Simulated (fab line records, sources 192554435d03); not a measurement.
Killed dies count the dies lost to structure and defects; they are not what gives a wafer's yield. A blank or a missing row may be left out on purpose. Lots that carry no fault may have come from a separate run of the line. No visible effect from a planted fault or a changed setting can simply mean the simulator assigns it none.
A struck lot beside a sound one | flow n5 finfet | 18 steps out of a route of 1938
Sound: these wafers, L907.2, L907.4, L907.6. Struck: wafer L899.6 (left out: L899.1, a lot-mate that was not struck); the cause follows at the end.
At each step with rows: each side's tool, then ch and its chambers, then its first start. Under that, the readings that differ: sound wafers | struck wafers | difference of the means | sigmas: that difference in standard deviations of wafers without a fault.
alike: a reading whose means differ by less than 2 such deviations, as well as words and numbers matching on both sides. not compared: withheld readings; readings where some wafer has no value; bounds like >300 that might hide an equal value; numbers whose values overlap and for which the record gives no deviation.
The two part at a step that has a row with sigmas, a row that says differs or no value, or rows on one side only. Numbers that have no deviation but don't overlap get no sigmas and don't part them. A reading that every wafer of one side lacks parts them only if that side has two wafers or more.

first, 7 steps without rows for these wafers: N5_FIN_SAQP_COAT_50 (time 60 s, resist thk 35 nm); N5_FIN_SAQP_COAT_10 (resist thk 90 nm); N5_FIN_SAQP_EBR_12; N5_FIN_SAQP_SOFTBAKE_11 (time 60 s); N5_FIN_SAQP_EXPOSE_13 (exposes mask FIN CORE, target cd 35.6 nm); N5_FIN_SAQP_PEB_14 (peb time 60 s); N5_FIN_SAQP_DEVELOP_15 (develop time 30 s).
N5_FIN_SAQP_CD_MEAS_16: target cd 35.6 nm.
  sound on cd sem-03 ch 0, day 6 15:05; struck on cd sem-02 ch 0, day 4 15:38
  alike: cd nm
N5_FIN_SAQP_OVL_MEAS_17:
  sound on overlay-01 ch 0, day 6 15:07; struck on overlay-01 ch 0, day 4 15:41
  reading           | sound       | struck | difference | sigmas
  FIN_CORE_OVL (nm) | 1.7 1.8 2.0 | -0.6   | -2.4       | -3
N5_FIN_SAQP_INSPECT_18: inspects for defects (brightfield).
  struck on defect inspect-01, day 4 15:43; sound on defect inspect-01, day 6 15:08
  alike: raw defect count
N5_FIN_SAQP_DESCUM_21: chemistry O2, time 7.9 s.
  sound on rie diel-02 ch 0,2, day 6 15:11; struck on rie diel-03 ch 3, day 4 15:48
  reading                         | sound             | struck | difference | sigmas
  rf vpp V (V)                    | 244.6 243.3 243.1 | 241.0  | -2.7       | -2
  showerhead plenum p Torr (Torr) | 2.19 2.19 2.02    | 2.00   | -0.13      | -2
  alike: drypump motor current A, oes product au, throttle valve pct
  not compared: rf hours counter h
N5_FIN_SAQP_ETCH_51: etches SiARC in CF4, target depth 45.5 nm, time 75.8 s.
  sound on rie diel-02 ch 0,2, day 6 15:13; struck on rie diel-03 ch 3, day 4 15:50
  reading                         | sound          | struck | difference | sigmas
  showerhead plenum p Torr (Torr) | 2.21 2.21 2.08 | 2.05   | -0.12      | -2
  alike: drypump motor current A, etch rf on time s, oes product au, rf vpp V, throttle valve pct
  not compared: rf hours counter h
N5_FIN_SAQP_ETCH_52: etches SOC in N2/H2, target depth 100 nm, overetch 20 nm, time 150 s.
  sound on rie diel-02 ch 0,2, day 6 15:16; struck on rie diel-03 ch 3, day 4 15:53
  reading                                     | sound            | struck | difference | sigmas
  showerhead plenum p Torr (Torr)             | 2.64 2.65 2.46   | 2.42   | -0.16      | -2
  model.SiARC_of_FIN_SAQP_COAT_50.thk nm (nm) | 29.15 29.19 28.8 | 25.72  | -3.33      |
  alike: drypump motor current A, oes product au, rf vpp V, throttle valve pct
  not compared: rf hours counter h
then, 1 step without rows for these wafers: N5_FIN_SAQP_STRIP_53 (strips in N2/H2).
N5_FIN_SAQP_HM_OPEN_73: chemistry CHF3/O2, target SiO2, stops on a-Si, target depth 12 nm, time 16.8 s.
  sound on rie diel-02 ch 0,2, day 6 15:23; struck on rie diel-03 ch 3, day 4 16:00
  reading                                     | sound             | struck | difference | sigmas
  showerhead plenum p Torr (Torr)             | 2.50 2.50 2.35    | 2.31   | -0.14      | -2
  model.SiARC_of_FIN_SAQP_COAT_50.thk nm (nm) | 6.065 5.966 4.611 | 1.764  | -3.783     |
  alike: drypump motor current A, oes product au, rf vpp V, throttle valve pct
  not compared: rf hours counter h
then, 1 step without rows for these wafers: N5_FIN_SAQP_STRIP_74 (strips in CHF3/O2).
-- the record jumps here: 7 days lie between the struck wafers' starts before and after (it left off in module FIN_SAQP and takes up again in module BEOL_M4, whose first step shown is number 1111 of the route) --
N5_BEOL_M4_RC_MEAS_101:
  sound on prober-01 ch 0, day 13 04:00; struck on prober-01 ch 0, day 11 05:43
  reading   | sound       | struck | difference | sigmas
  VT_N (mV) | 244 245 242 | 251    | +7         | +2
  alike: DIBL_N, DIBL_P, IOFF_N, IOFF_P, ION_N, ION_P, SS_N, SS_P, VT_P
-- record jumps: 4 days separate the struck wafers' starts on either side; left off in module BEOL_M4, taken up again in module PASSIVATION, whose first shown step is the route's number 1936 --
N5_PASSIVATION_PROBE_49:
  record: rows for the struck wafers here (prober-01, day 15 09:10), none for the sound ones

## WHERE THEY PART
Earliest at N5_FIN_SAQP_OVL_MEAS_17; latest, in this record, at N5_PASSIVATION_PROBE_49.

WHY: what had been put in by the simulator
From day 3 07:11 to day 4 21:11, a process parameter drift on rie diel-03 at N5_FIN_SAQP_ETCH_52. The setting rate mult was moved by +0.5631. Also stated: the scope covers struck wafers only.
